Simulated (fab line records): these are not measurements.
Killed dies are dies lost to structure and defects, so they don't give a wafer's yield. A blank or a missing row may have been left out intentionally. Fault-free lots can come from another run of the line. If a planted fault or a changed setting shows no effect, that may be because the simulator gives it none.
What tool caused it? | flow n5-finfet | 72 wafers from 24 lots sampled at 4 of the route's 1938 steps

== WHAT THE GAUGES READ, wafer by wafer ==
N5_FIN_SAQP_INSPECT_18: inspects for defects (brightfield).
lot  | measured    | on                | raw-defect-count
L074 | day 1 22:23 | defect-inspect-01 | 268 373 315
L075 | day 2 04:13 | defect-inspect-02 | 531 661 441
L076 | day 2 09:12 | defect-inspect-01 | 375 490 378
L077 | day 2 15:51 | defect-inspect-02 | 254 411 458
L078 | day 3 00:36 | defect-inspect-01 | 370 421 354
L079 | day 3 03:26 | defect-inspect-02 | 476 474 405
L080 | day 3 09:58 | defect-inspect-01 | 441 600 410
L081 | day 3 16:26 | defect-inspect-01 | 472 457 469
L082 | day 3 21:42 | defect-inspect-01 | 373 294 290
L083 | day 4 03:55 | defect-inspect-02 | 294 319 384
L084 | day 4 09:57 | defect-inspect-01 | 661 552 893
L085 | day 4 16:13 | defect-inspect-02 | 374 309 302
L086 | day 5 00:25 | defect-inspect-02 | 473 344 454
L087 | day 5 04:59 | defect-inspect-02 | 409 462 292
L088 | day 5 09:38 | defect-inspect-02 | 248 313 281
L089 | day 5 15:25 | defect-inspect-02 | 421 493 371
L090 | day 6 00:40 | defect-inspect-01 | 441 297 307
L091 | day 6 06:07 | defect-inspect-02 | 481 440 336
L092 | day 6 09:43 | defect-inspect-01 | 407 495 454
L093 | day 7 04:08 | defect-inspect-02 | 601 690 340
L094 | day 7 12:22 | defect-inspect-02 | 382 316 283
L095 | day 7 13:02 | defect-inspect-01 | 647 684 397
L096 | day 7 14:05 | defect-inspect-02 | 582 351 440
L097 | day 7 18:29 | defect-inspect-01 | 387 410 274

N5_FIN_SAQP_CD_MEAS_27: the cd target is 20 nm.
lot  | measured    | on        | cd-nm (nm)
L074 | day 2 00:56 | cd-sem-02 | 20.25 20.51 20.12
L075 | day 2 07:01 | cd-sem-01 | 20.17 20.47 20.36
L076 | day 2 11:14 | cd-sem-03 | 20.51 20.53 20.54
L077 | day 2 18:26 | cd-sem-02 | 20.06 19.99 20.28
L078 | day 3 02:38 | cd-sem-01 | 20.13 19.94 20.28
L079 | day 3 05:45 | cd-sem-01 | 20.24 20.21 20.39
L080 | day 3 12:05 | cd-sem-01 | 20.27 20.35 19.98
L081 | day 3 18:29 | cd-sem-03 | 20.57 20.48 20.63
L082 | day 3 23:46 | cd-sem-02 | 20.42 19.96 20.75
L083 | day 4 06:42 | cd-sem-02 | 20.38 20.60 20.07
L084 | day 4 12:00 | cd-sem-03 | 20.28 20.39 20.26
L085 | day 4 19:31 | cd-sem-01 | 20.43 20.18 20.61
L086 | day 5 03:54 | cd-sem-02 | 20.38 20.72 20.47
L087 | day 5 07:07 | cd-sem-01 | 20.49 20.55 20.53
L088 | day 5 12:08 | cd-sem-02 | 20.19 20.42 20.75
L089 | day 5 18:00 | cd-sem-03 | 20.60 20.03 20.01
L090 | day 6 05:28 | cd-sem-01 | 20.25 19.97 20.39
L091 | day 6 08:23 | cd-sem-02 | 20.23 20.19 20.33
L092 | day 6 12:08 | cd-sem-03 | 20.35 20.32 20.03
L093 | day 7 07:47 | cd-sem-03 | 20.08 20.41 20.49
L094 | day 7 15:04 | cd-sem-03 | 20.51 20.17 20.73
L095 | day 7 17:15 | cd-sem-02 | 20.43 20.42 20.67
L096 | day 7 17:28 | cd-sem-03 | 20.32 20.27 20.83
L097 | day 7 20:50 | cd-sem-01 | 20.31 20.32 20.00

N5_DUMMY_GATE_OVL_MEAS_16.
lot  | measured    | on         | GATE_OVL (nm)
L074 | day 2 22:55 | overlay-02 | -0.1 -0.6 -0.5
L075 | day 3 07:50 | overlay-01 | -2.6 0.0 -0.1
L076 | day 3 10:35 | overlay-02 | 1.7 -0.2 -0.1
L077 | day 3 18:49 | overlay-02 | -0.7 -0.5 0.1
L078 | day 3 23:37 | overlay-02 | 0.3 -0.2 0.2
L079 | day 4 03:22 | overlay-02 | -0.9 -0.9 -0.6
L080 | day 4 08:59 | overlay-02 | 0.5 -0.4 -0.4
L081 | day 4 16:38 | overlay-02 | -0.4 -0.5 0.1
L082 | day 4 21:10 | overlay-02 | 0.1 0.0 -0.7
L083 | day 5 03:38 | overlay-02 | -0.9 -1.2 -0.5
L084 | day 5 09:29 | overlay-02 | -1.2 -0.4 -0.9
L085 | day 5 21:02 | overlay-02 | -0.2 -0.5 -0.7
L086 | day 6 01:11 | overlay-02 | -0.8 -0.4 -0.2
L087 | day 6 06:26 | overlay-01 | -1.2 0.9 -0.6
L088 | day 6 09:43 | overlay-01 | -0.5 -0.5 -1.3
L089 | day 6 23:04 | overlay-01 | -0.4 -0.7 -1.2
L090 | day 7 03:19 | overlay-01 | 0.2 -0.1 0.6
L091 | day 7 17:01 | overlay-01 | -0.3 0.4 -0.6
L092 | day 7 18:10 | overlay-01 | -1.0 -0.8 -0.7
L093 | day 8 07:09 | overlay-02 | -1.5 -1.0 -2.3
L094 | day 8 18:29 | overlay-01 | 0.5 1.0 0.2
L095 | day 8 15:04 | overlay-01 | -0.8 0.4 -1.2
L096 | day 8 19:01 | overlay-01 | -0.1 -0.5 0.4
L097 | day 8 18:58 | overlay-02 | -0.5 -1.4 -0.3

== WHICH TOOL RAN EACH LOT (tool, then ch and the chambers of the sampled wafers, then the start) ==
lot  | N5_FIN_SAQP_SPACER2_ALD_28
L074 | ald-sin-01 ch 1,2, day 2 01:58
L075 | ald-sin-04 ch 1,2, day 2 08:02
L076 | ald-sin-01 ch 0,3, day 2 12:16
L077 | ald-sin-04 ch 0,1,3, day 2 20:35
L078 | ald-sin-02 ch 1,2,3, day 3 03:44
L079 | ald-sin-02 ch 0,2,3, day 3 06:47
L080 | ald-sin-01 ch 0,1,2, day 3 13:11
L081 | ald-sin-02 ch 0,1,3, day 3 19:30
L082 | ald-sin-04 ch 0,1, day 4 01:07
L083 | ald-sin-02 ch 2,3, day 4 07:46
L084 | ald-sin-01 ch 1,2,3, day 4 13:02
L085 | ald-sin-02 ch 0,1,3, day 4 23:26
L086 | ald-sin-01 ch 0,1,3, day 5 04:55
L087 | ald-sin-04 ch 0,2,3, day 5 08:09
L088 | ald-sin-04 ch 0,1,3, day 5 13:08
L089 | ald-sin-02 ch 0,2, day 5 19:22
L090 | ald-sin-02 ch 0,1,3, day 6 07:01
L091 | ald-sin-04 ch 0,1,2, day 6 10:10
L092 | ald-sin-04 ch 1,2,3, day 6 13:09
L093 | ald-sin-04 ch 1,2,3, day 7 09:02
L094 | ald-sin-04 ch 2,3, day 7 17:07
L095 | ald-sin-01 ch 0,1,3, day 7 18:36
L096 | ald-sin-04 ch 0,1,2, day 7 18:50
L097 | ald-sin-04 ch 1,2,3, day 7 22:04
- N5_FIN_SAQP_SPACER2_ALD_28: deposits SiO2, target thk 8.1 nm, pulse time 1 s, purge time 2 s.

== WHAT THE TOOLS THEMSELVES READ (means of the sampled wafers that have a number; where no wafer has one, the mark that the record gives instead) ==
N5_FIN_SAQP_SPACER2_ALD_28.
lot  | tool       | heater-power-w (W) | precursor-pulse-height-rel
L074 | ald-sin-01 | 435                | 1.007
L075 | ald-sin-04 | 432                | 0.990
L076 | ald-sin-01 | 493                | 1.009
L077 | ald-sin-04 | 417                | 0.984
L078 | ald-sin-02 | 440                | 1.005
L079 | ald-sin-02 | 407                | 1.000
L080 | ald-sin-01 | 469                | 1.001
L081 | ald-sin-02 | 462                | 0.996
L082 | ald-sin-04 | 420                | 0.978
L083 | ald-sin-02 | 387                | 0.991
L084 | ald-sin-01 | 462                | 1.017
L085 | ald-sin-02 | 467                | 0.992
L086 | ald-sin-01 | 465                | 0.990
L087 | ald-sin-04 | 406                | 1.001
L088 | ald-sin-04 | 414                | 0.986
L089 | ald-sin-02 | 388                | 1.007
L090 | ald-sin-02 | 466                | 0.998
L091 | ald-sin-04 | 404                | 0.993
L092 | ald-sin-04 | 419                | 0.982
L093 | ald-sin-04 | 426                | 1.021
L094 | ald-sin-04 | 419                | 1.001
L095 | ald-sin-01 | 467                | 0.999
L096 | ald-sin-04 | 406                | 1.000
L097 | ald-sin-04 | 426                | 0.990

== THE ANSWER, worked out from the rows above alone ==
Rule: the usual values come from the lots themselves. The widest of any qualifying gaps counts: lots, ordered by their means at a reading, are off when they make up no more than a third of the lots, leave a main group of 4 or more, and stand apart from it by 3 or more times the standard deviation of that group's means. A main group whose means are all the same, to the digits that the tables above print for the reading, isn't used. A lot without any number at a reading at which 4 lots or more have one is off too. The other lots that the step has rows for count as sound. The gauges are gone through in route order, then the tools' own readings, and for those a lot's mean is taken as printed above. The first step at which some lot is off is used, and at that step the reading that is off furthest; a lot without a number counts as furthest.
Nothing can be told from this: no lot is off at any reading shown.

== WHAT HAD BEEN PUT IN BY THE SIMULATOR ==
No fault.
